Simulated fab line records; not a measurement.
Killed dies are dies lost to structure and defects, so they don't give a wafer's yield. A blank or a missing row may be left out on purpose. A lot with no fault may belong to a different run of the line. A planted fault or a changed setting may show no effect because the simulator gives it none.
Chamber matching || flow n5_finfet || N5_MIM_TOP_ALD_00 on ald_hk-01 has 4 sister chambers
The step deposits Al2O3, purge time 3 s, co reactant pulse time 3 s. 8 wafers are shown with their chamber, then 8 later ones without.

## WAFERS, EACH WITH ITS CHAMBER
{"wafer": "L081.5", "chamber": 2, "precursor_pulse_height_rel": 0.990}
{"wafer": "L083.3", "chamber": 0, "precursor_pulse_height_rel": 1.003}
{"wafer": "L084.1", "chamber": 3, "precursor_pulse_height_rel": 0.997}
{"wafer": "L084.5", "chamber": 2, "precursor_pulse_height_rel": 0.999}
{"wafer": "L089.1", "chamber": 3, "precursor_pulse_height_rel": 0.977}
{"wafer": "L089.2", "chamber": 1, "precursor_pulse_height_rel": 0.989}
{"wafer": "L089.3", "chamber": 0, "precursor_pulse_height_rel": 1.017}
{"wafer": "L091.1", "chamber": 1, "precursor_pulse_height_rel": 0.999}

## WAFERS WHOSE CHAMBER IS MISSING
{"wafer": "L091.3", "precursor_pulse_height_rel": 0.995}
{"wafer": "L091.6", "precursor_pulse_height_rel": 1.019}
{"wafer": "L095.1", "precursor_pulse_height_rel": 1.043}
{"wafer": "L095.2", "precursor_pulse_height_rel": 0.985}
{"wafer": "L095.4", "precursor_pulse_height_rel": 1.032}
{"wafer": "L096.4", "precursor_pulse_height_rel": 1.030}
{"wafer": "L096.5", "precursor_pulse_height_rel": 1.012}
{"wafer": "L096.6", "precursor_pulse_height_rel": 1.001}

## THE CHAMBER EACH PASSED THROUGH
{"wafer": "L091.3", "from the rows above": "can't be placed: 2 or 1 or 3 or 0", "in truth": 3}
{"wafer": "L091.6", "from the rows above": "can't be placed: 0 or 2 or 1", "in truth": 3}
{"wafer": "L095.1", "from the rows above": "can't be placed: 0 or 2 or 1", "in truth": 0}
{"wafer": "L095.2", "from the rows above": "can't be placed: 3 or 1 or 2", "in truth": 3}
{"wafer": "L095.4", "from the rows above": "can't be placed: 0 or 2 or 1", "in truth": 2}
{"wafer": "L096.4", "from the rows above": "can't be placed: 0 or 2 or 1", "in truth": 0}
{"wafer": "L096.5", "from the rows above": "can't be placed: 0 or 2 or 1", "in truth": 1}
{"wafer": "L096.6", "from the rows above": "can't be placed: 2 or 1 or 0 or 3", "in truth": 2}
Placed correctly: 0 of 8. From these rows, 8 cannot be placed; in 7 the true chamber is one of the candidates. 0 placed wrongly.
How it was worked out, from the rows above alone: a wafer's distance from a chamber is the root of the sum, over the readings, of the square of ((its reading less the chamber's mean) divided by the reading's scatter). The wafer belongs to the nearest chamber; if the next one is less than 2 further off, it can't be placed. A chamber's mean is the mean of its shown wafers. The scatter: take each reading less its chamber's mean, square it, sum over the shown wafers, divide by the number of wafers less the number of chambers, and take the root.
